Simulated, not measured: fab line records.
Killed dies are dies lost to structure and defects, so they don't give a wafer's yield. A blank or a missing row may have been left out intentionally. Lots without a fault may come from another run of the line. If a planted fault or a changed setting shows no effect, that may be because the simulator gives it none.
Matching of chambers	flow n5 finfet	N5_BEOL_M2_ETCHBACK_99 on rie diel-01: 4 sister chambers
The step etches SiO2 in CHF3, target depth 5 nm, time 10.4 s. 4 wafers are shown with their chamber, then 9 later ones without.

== WAFERS WITH THEIR CHAMBER ==
wafer	chamber	showerhead plenum p Torr (Torr)
L081.4	2	2.27
L086.2	0	2.11
L087.3	3	2.26
L087.5	1	2.11

== WAFERS WHOSE CHAMBER IS MISSING ==
wafer	showerhead plenum p Torr (Torr)
L092.1	2.11
L092.2	2.26
L092.5	2.10
L093.4	2.10
L093.5	2.26
L093.6	2.26
L095.1	2.26
L095.4	2.26
L095.5	2.26

== THE CHAMBER EACH PASSED THROUGH ==
wafer	from the rows above	in truth
L092.1	can't be placed: 0 or 1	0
L092.2	3	3
L092.5	can't be placed: 0 or 1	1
L093.4	can't be placed: 0 or 1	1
L093.5	3	3
L093.6	3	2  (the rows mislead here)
L095.1	3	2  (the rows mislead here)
L095.4	3	3
L095.5	3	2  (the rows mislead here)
Placed correctly: 3 of 9. Cannot be placed on the basis of these rows: 3; the candidates contain the true chamber in 3. 3 placed wrongly.
How it was worked out, from the rows above alone: a wafer's distance from a chamber is the root of the sum, over the readings, of the square of ((its reading less the chamber's mean) divided by the reading's scatter). The wafer belongs to the nearest chamber; if the next one is less than 2 further off, it can't be placed. For every chamber, the mean is computed from those of its wafers that are shown. The scatter: root of mean squared gap, hidden wafer to nearest shown wafer, with one shown wafer a chamber.
